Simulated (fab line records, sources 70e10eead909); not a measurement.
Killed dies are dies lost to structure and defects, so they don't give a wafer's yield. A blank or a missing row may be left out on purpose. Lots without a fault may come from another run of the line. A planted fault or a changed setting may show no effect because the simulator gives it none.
Chamber matching | flow nand_harc | NHARC_P_M1_ETCH_28 on rie_diel-03: 4 sister chambers
The step etches the open film in CF4/N2, target depth 30 nm, time 72.99 s. 4 wafers are shown with their chamber, then 7 later ones without.

WAFERS WITH THEIR CHAMBER
wafer  | chamber | drypump_motor_current_A (A)
L900.2 | 0       | 5.5
L904.6 | 3       | 5.7
L906.1 | 1       | 6.1
L906.2 | 2       | 6.4

WAFERS WITHOUT THEIR CHAMBER
wafer  | drypump_motor_current_A (A)
L906.4 | 5.5
L911.1 | 6.4
L911.2 | 5.5
L911.3 | 5.7
L914.1 | 5.7
L914.2 | 6.1
L914.6 | 5.4

WHICH CHAMBER EACH WENT THROUGH
wafer  | from the rows above | in truth
L906.4 | 0                   | 0
L911.1 | 2                   | 2
L911.2 | 0                   | 0
L911.3 | 3                   | 3
L914.1 | 3                   | 3
L914.2 | 1                   | 1
L914.6 | 0                   | 0
Placed correctly: 7 of 7. Can't be placed from these rows: 0. Placed wrongly: 0.
How it was worked out, from the rows above alone: a wafer's distance from a chamber is the root of the sum, over the readings, of the square of ((its reading less the chamber's mean) divided by the reading's scatter). The wafer belongs to the nearest chamber; if the next one is less than 2 further off, it can't be placed. A chamber's mean is the mean of its shown wafers. The scatter: with one shown wafer a chamber, the root of the mean of the squares of how far each hidden wafer lies from its nearest shown one.
